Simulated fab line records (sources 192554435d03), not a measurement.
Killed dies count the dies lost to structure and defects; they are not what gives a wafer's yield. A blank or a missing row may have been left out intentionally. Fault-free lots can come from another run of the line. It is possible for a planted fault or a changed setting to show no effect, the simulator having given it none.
Chamber matching | flow n5Finfet | 3 sister chambers for N5_ZERO_LAYER_PECVD_02 on pecvd-03
The step deposits SiO2 from SiH4/N2O, target thk 10 nm, time 6 s. 3 wafers are shown with their chamber, then 8 later ones without.

WAFERS PAIRED WITH THEIR CHAMBERS
wafer  | chamber | heaterPowerW (W)
L089.1 | 1       | 881
L089.6 | 2       | 718
L090.3 | 0       | 745

WAFERS WITH NO CHAMBER GIVEN
wafer  | heaterPowerW (W)
L090.5 | 845
L090.6 | 756
L092.4 | 640
L092.5 | 692
L092.6 | 858
L097.1 | 697
L097.3 | 838
L097.5 | 871

THE CHAMBER EACH PASSED THROUGH
wafer  | from the rows above     | in truth
L090.5 | can't be placed: 1 or 0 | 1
L090.6 | can't be placed: 0 or 2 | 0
L092.4 | can't be placed: 2 or 0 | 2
L092.5 | can't be placed: 2 or 0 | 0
L092.6 | 1                       | 1
L097.1 | can't be placed: 2 or 0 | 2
L097.3 | can't be placed: 1 or 0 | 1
L097.5 | 1                       | 1
Correct placement for 2 of the 8. Cannot be placed on the basis of these rows: 6; the candidates contain the true chamber in 6. Placed wrongly: 0.
How it was worked out, from the rows above alone: a wafer's distance from a chamber is the root of the sum, over the readings, of the square of ((its reading less the chamber's mean) divided by the reading's scatter). The wafer belongs to the nearest chamber; if the next one is less than 2 further off, it can't be placed. A chamber's mean is the mean of its shown wafers. The scatter: with one shown wafer a chamber, the root of the mean of the squares of how far each hidden wafer lies from its nearest shown one.
